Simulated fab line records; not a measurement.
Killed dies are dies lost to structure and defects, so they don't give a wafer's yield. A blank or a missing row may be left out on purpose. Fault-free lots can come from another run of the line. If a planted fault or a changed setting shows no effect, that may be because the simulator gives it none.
Which of the tools did it? + flow n5_finfet + 26 wafers from 9 lots sampled at 5 of the route's 1938 steps

== WHAT EACH GAUGE READ, for each wafer ==
N5_BEOL_M4_RC_MEAS_101.
| lot  | measured     | on        | DIBL_N (mV/V)  |
|------|--------------|-----------|----------------|
| L880 | day 10 23:41 | prober-02 | 37.7 38.0 34.4 |
| L879 | day 11 04:26 | prober-02 | 32.7 35.9 36.7 |
| L884 | day 12 12:19 | prober-01 | 32.5 35.8 33.1 |
| L885 | day 12 18:04 | prober-02 | 35.3 37.6 35.9 |
| L886 | day 13 03:38 | prober-02 | 38.4 36.0 37.1 |
| L887 | day 13 09:31 | prober-01 | 38.1 36.0 37.3 |
| L888 | day 13 12:22 | prober-02 | 35.6 37.3 38.7 |
| L896 | day 15 06:50 | prober-01 | 39.1 36.6      |
| L899 | day 15 11:02 | prober-02 | 36.1 35.9 37.9 |

== TOOL THAT RAN EACH LOT (tool first, then ch and the chambers of the sampled wafers, then the start) ==
| lot  | N5_BEOL_M3_ETCH_70                 | N5_BEOL_M3_TRENCH_ETCH_37                     | N5_BEOL_M3_ETCH_41                 | N5_BEOL_M3_STRIP_97                           |
|------|------------------------------------|-----------------------------------------------|------------------------------------|-----------------------------------------------|
| L880 | rie_diel-06 ch 1,3, day 9 03:59    | rie_diel-06 ch 1,3, day 9 04:13 or earlier    | rie_diel-06 ch 1,3, day 9 04:13    | rie_diel-06 ch 1,3, day 10 23:41 or earlier   |
| L879 | rie_diel-04 ch 2,3, day 9 17:02    | rie_diel-04 ch 2,3, day 9 17:16 or earlier    | rie_diel-04 ch 2,3, day 9 17:16    | rie_diel-04 ch 2,3, day 11 04:26 or earlier   |
| L884 | rie_diel-06 ch 0,1,3, day 10 22:04 | rie_diel-06 ch 0,1,3, day 10 22:18 or earlier | rie_diel-06 ch 0,1,3, day 10 22:18 | rie_diel-06 ch 0,1,3, day 12 12:19 or earlier |
| L885 | rie_diel-04 ch 0,2,3, day 11 03:07 | rie_diel-04 ch 0,2,3, day 11 03:22 or earlier | rie_diel-04 ch 0,2,3, day 11 03:22 | rie_diel-04 ch 0,2,3, day 12 18:04 or earlier |
| L886 | rie_diel-04 ch 0,2,3, day 11 15:26 | rie_diel-04 ch 0,2,3, day 11 15:40 or earlier | rie_diel-04 ch 0,2,3, day 11 15:40 | rie_diel-04 ch 0,2,3, day 13 03:38 or earlier |
| L887 | rie_diel-04 ch 0,2,3, day 12 16:33 | rie_diel-04 ch 0,2,3, day 12 16:47 or earlier | rie_diel-04 ch 0,2,3, day 12 16:47 | rie_diel-04 ch 0,2,3, day 13 09:31 or earlier |
| L888 | rie_diel-04 ch 0,3, day 12 17:03   | rie_diel-04 ch 0,3, day 12 17:17 or earlier   | rie_diel-04 ch 0,3, day 12 17:17   | rie_diel-04 ch 0,3, day 13 12:22 or earlier   |
| L896 | rie_diel-04 ch 1,2, day 14 14:31   | rie_diel-04 ch 1,2, day 14 14:44 or earlier   | rie_diel-04 ch 1,2, day 14 14:44   | rie_diel-04 ch 1,2, day 15 06:50 or earlier   |
| L899 | rie_diel-06 ch 0,1, day 14 20:31   | rie_diel-06 ch 0,1, day 14 20:52 or earlier   | rie_diel-06 ch 0,1, day 14 20:52   | rie_diel-06 ch 0,1, day 15 11:02 or earlier   |
- N5_BEOL_M3_ETCH_70: etches SOC in N2/H2, target depth 80 nm, overetch 16 nm, time 120 s.
- N5_BEOL_M3_TRENCH_ETCH_37: etches SiOC in C4F6/O2, target depth 55.555 nm, time 29.2 s.
- N5_BEOL_M3_ETCH_41: etches SiCN in CH3F/O2, target depth 29.9 nm, time 52.5 s.
- N5_BEOL_M3_STRIP_97: strips in N2/H2, time 10 s.

== THE ANSWER, worked out from the rows above alone ==
Rule: the lots themselves supply what counts as usual. The widest of any qualifying gaps counts: lots, ordered by their means at a reading, are off when they make up no more than a third of the lots, leave a main group of 4 or more, and stand apart from it by 3 or more times the standard deviation of that group's means. The tables above print the reading to a certain number of digits; a main group whose means all agree to those digits is not used. Also off: a lot with no number at a reading for which 4 or more lots have one. The other lots that the step has rows for count as sound.
None of the lots is off at any reading shown; this tells nothing.

== WHAT THE SIMULATOR HAD PUT IN ==
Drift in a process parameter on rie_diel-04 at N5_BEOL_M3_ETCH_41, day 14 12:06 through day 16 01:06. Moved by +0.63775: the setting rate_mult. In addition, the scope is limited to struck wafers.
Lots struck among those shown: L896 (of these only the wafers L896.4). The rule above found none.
